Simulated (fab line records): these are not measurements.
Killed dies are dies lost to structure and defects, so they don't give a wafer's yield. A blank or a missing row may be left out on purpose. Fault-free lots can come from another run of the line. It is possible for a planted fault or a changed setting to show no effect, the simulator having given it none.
Chamber matching + flow n5_finfet + N5_BEOL_M6_ETCH_65 on rie_diel-04 has 4 sister chambers
The step etches SiARC in CF4, target depth 15.6 nm, time 26 s. 8 wafers are shown with their chamber, then 9 later ones without.

WAFERS, EACH WITH ITS CHAMBER
| wafer  | chamber | throttle_valve_pct (%) | showerhead_plenum_p_Torr (Torr) |
|--------|---------|------------------------|---------------------------------|
| L077.5 | 0       | 15.74                  | 2.20                            |
| L081.3 | 0       | 15.76                  | 2.19                            |
| L082.3 | 2       | 16.03                  | 2.13                            |
| L083.4 | 3       | 15.97                  | 2.13                            |
| L083.5 | 1       | 15.52                  | 2.19                            |
| L084.4 | 1       | 15.53                  | 2.19                            |
| L084.5 | 2       | 16.02                  | 2.12                            |
| L084.6 | 3       | 15.98                  | 2.13                            |

WAFERS WITHOUT THEIR CHAMBER
| wafer  | throttle_valve_pct (%) | showerhead_plenum_p_Torr (Torr) |
|--------|------------------------|---------------------------------|
| L092.1 | 16.08                  | 2.12                            |
| L092.2 | 16.02                  | 2.12                            |
| L092.3 | 15.30                  | 2.19                            |
| L094.1 | 16.10                  | 2.12                            |
| L094.4 | 15.34                  | 2.19                            |
| L094.6 | 16.02                  | 2.12                            |
| L096.3 | 16.07                  | 2.11                            |
| L096.4 | 15.35                  | 2.19                            |
| L096.6 | 16.07                  | 2.11                            |

WHICH CHAMBER EACH WENT THROUGH
| wafer  | from the rows above | in truth                   |
|--------|---------------------|----------------------------|
| L092.1 | 2                   | 2                          |
| L092.2 | 2                   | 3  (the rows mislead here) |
| L092.3 | 1                   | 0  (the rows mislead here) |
| L094.1 | 2                   | 2                          |
| L094.4 | 1                   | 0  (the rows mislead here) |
| L094.6 | 2                   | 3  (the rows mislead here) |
| L096.3 | 2                   | 2                          |
| L096.4 | 1                   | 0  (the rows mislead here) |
| L096.6 | 2                   | 2                          |
Placed correctly: 4 of 9. From these rows, 0 cannot be placed. Wrongly placed: 5.
How it was worked out, from the rows above alone: a wafer's distance from a chamber is the root of the sum, over the readings, of the square of ((its reading less the chamber's mean) divided by the reading's scatter). If the next closest chamber is less than 2 further off than the closest, the wafer can't be placed; otherwise it belongs to the closest. A chamber's mean is the mean of its shown wafers. The scatter: the root of (the sum of the squares of (reading less its chamber's mean) over the shown wafers, divided by (wafers less chambers)).
